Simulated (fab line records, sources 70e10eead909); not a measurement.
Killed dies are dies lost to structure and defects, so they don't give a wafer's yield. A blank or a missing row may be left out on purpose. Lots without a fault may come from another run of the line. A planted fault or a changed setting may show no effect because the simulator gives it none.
A struck lot beside a sound one | flow nand_harc | 15 steps out of a route of 1302
Sound: wafers L127.1, L127.4, L127.5. Struck: wafers L118.1, L118.3, L118.4. The cause comes at the end.
At each step with rows: each side's tool, then ch and its chambers, then its first start. Under that, the readings that differ: sound wafers | struck wafers | difference of the means | sigmas: that difference in standard deviations of wafers without a fault.
alike: readings whose means differ by less than 2 such deviations, and words and numbers that are the same on both sides. not compared: withheld readings, readings that some wafer has no value for, bounds like >300 that may hide the same value, and numbers for which the record gives no deviation and whose values overlap.
The two part at a step that has a row with sigmas, a row that says differs or no value, or rows on one side only. Numbers that don't overlap but have no deviation are shown without sigmas and don't part them. A reading that every wafer of one side lacks parts them only if that side has two wafers or more.

first, 8 steps without rows for these wafers: NHARC_P_M2_HMDS_02 (time 30 s); NHARC_P_M2_COAT_34 (time 65 s); NHARC_P_M2_COAT_03 (resist thk 90 nm); NHARC_P_M2_SOFTBAKE_04 (time 55 s); NHARC_P_M2_EBR_05; NHARC_P_M2_EXPOSE_06 (exposes mask P M2, target cd 170 nm); NHARC_P_M2_PEB_07 (peb time 65 s); NHARC_P_M2_DEVELOP_08 (develop time 35 s).
NHARC_P_M2_CD_MEAS_09: target cd 170 nm.
  sound on cd_sem-01 ch 0, day 13 12:17; struck on cd_sem-03 ch 0, day 9 19:25
  alike: cd_nm
NHARC_P_M2_OVL_MEAS_10: pitch 340 nm.
  sound on overlay-01, day 13 12:23; struck on overlay-02, day 9 19:29
  alike: overlay_x_nm, overlay_y_nm
NHARC_P_M2_INSPECT_11:
  sound on defect_inspect-02, day 13 12:25; struck on defect_inspect-01, day 9 19:32
  alike: raw_defect_count
NHARC_P_M2_DESCUM_14: chemistry O2, time 3 s.
  sound on rie_diel-13 ch 0,1, day 13 12:29; struck on rie_diel-07 ch 0,1,3, day 9 19:36
  alike: drypump_motor_current_A, oes_product_au, rf_vpp_V, showerhead_plenum_p_Torr, throttle_valve_pct
  not compared: rf_hours_counter_h
NHARC_P_M2_ETCH_35: etches the open film in N2/H2, target depth 40 nm, overetch 12 nm, time 43.94 s.
  sound on rie_diel-13 ch 1,2,3, day 13 12:34; struck on rie_diel-07 ch 1,2,3, day 9 19:41
  reading               | sound             | struck            | difference | sigmas
  oes_product_au (a.u.) | 0.986 1.000 0.990 | 1.018 1.006 1.023 | +0.024     | +2
  run_length_s (s)      | 65.7 65.5 65.3    | 51.7 51.8 52.2    | -13.6      | -35
  alike: drypump_motor_current_A, rf_vpp_V, showerhead_plenum_p_Torr, throttle_valve_pct
  not compared: rf_hours_counter_h
NHARC_P_M2_ETCH_15: etches the open film in C4F8/Ar, target depth 182.5 nm, time 91.2 s.
  sound on rie_diel-13 ch 0,1,2; struck on rie_diel-07 ch 0,1,3
  reading               | sound             | struck            | difference | sigmas
  oes_product_au (a.u.) | 0.930 0.941 0.916 | 1.000 0.977 0.972 | +0.054     | +2
  alike: rf_vpp_V, run_length_s
  not compared: rf_hours_counter_h
-- the record jumps here: 18 days lie between the struck wafers' starts before and after (it left off in module P_M2 and takes up again in module END, whose first step shown is number 1302 of the route) --
NHARC_END_SORT_01:
  sound on prober-02 ch 0, day 30 22:48; struck on prober-01 ch 0, day 27 21:25
  reading             | sound | struck  | difference | sigmas
  killed_at_periphery | 2 5 2 | 10 7 11 | +6         | +2
  alike: defect_limited_yield, killed_at_array, killed_at_other, killed_dies, killed_open, killed_short

WHERE THEY PART
First at NHARC_P_M2_ETCH_35; last, within this record, at NHARC_END_SORT_01.

WHY: what the simulator had put in
Process parameter drift: rie_diel-07, from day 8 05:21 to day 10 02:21, at NHARC_P_M2_ETCH_35. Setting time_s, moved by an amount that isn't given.
